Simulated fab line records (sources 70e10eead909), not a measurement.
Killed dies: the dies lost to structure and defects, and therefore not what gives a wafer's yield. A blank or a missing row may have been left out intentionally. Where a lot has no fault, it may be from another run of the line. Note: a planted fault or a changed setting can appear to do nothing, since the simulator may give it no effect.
A single fault, viewed from 2 desks :: flow nand-harc :: each desk has only its own numbers; what lay behind them comes last

## FOR THE TOOL OWNER'S DESK: pecvd-onon-02
The tool's own readings at NHARC_A_ONON_D2_DEP_06 (target thk 1000 nm): means of the sampled wafers that have a number, for each lot that ran on this tool. If a lot's mean is further than 4 standard deviations from the usual mean, the lot is out of limits and carries the mark OUT (the distance appears in the brackets).
Columns: A = susceptor-temp-C at NHARC_A_ONON_D2_DEP_06, usual 400.02 C
lot: L523
first seen here: day 12 11:23
A: 400.03

lot: L525
first seen here: day 13 13:31
A: 399.97

lot: L527
first seen here: day 14 06:23
A: 400.17

lot: L530
first seen here: day 15 21:07
A: 400.04

lot: L531
first seen here: day 16 01:07
A: 399.89

lot: L540
first seen here: day 19 22:06
A: 400.02

lot: L541
first seen here: day 19 22:31
A: 400.16
Finding of this desk: none of the 7 lots has anything out of limits.

## FROM THE METROLOGY DESK
Means of the sampled wafers that have a number, per lot and without regard to the tool the lot ran on: this is what the gauges read. If a lot's mean is further than 4 standard deviations from the usual mean, the lot is out of limits and carries the mark OUT (the distance appears in the brackets).
Columns: A = thk-nm at NHARC_A_ONON_D2_THK_MEAS_08, usual 999 nm
lot: L523
first seen here: day 12 11:54
A: 999

lot: L524
first seen here: day 13 03:44
A: 1001

lot: L526
first seen here: day 13 13:49
A: 984

lot: L525
first seen here: day 13 13:58
A: 1017

lot: L527
first seen here: day 14 06:50
A: 1002

lot: L528
first seen here: day 14 22:15
A: 981

lot: L529
first seen here: day 15 03:52
A: 992

lot: L530
first seen here: day 15 21:38
A: 993

lot: L531
first seen here: day 16 01:38
A: 994

lot: L532
first seen here: day 16 15:57
A: 997

lot: L535
first seen here: day 17 09:41
A: 971

lot: L534
first seen here: day 17 09:42
A: 1014

lot: L540
first seen here: day 19 22:37
A: 987

lot: L541
first seen here: day 19 22:58
A: 987
Finding of this desk: none of the 14 lots has anything out of limits.

## BROUGHT TOGETHER
The desk of the tool owner found nothing out of limits.
Nothing out of limits was seen by the metrology desk.

## WHAT THE SIMULATOR HAD PUT IN
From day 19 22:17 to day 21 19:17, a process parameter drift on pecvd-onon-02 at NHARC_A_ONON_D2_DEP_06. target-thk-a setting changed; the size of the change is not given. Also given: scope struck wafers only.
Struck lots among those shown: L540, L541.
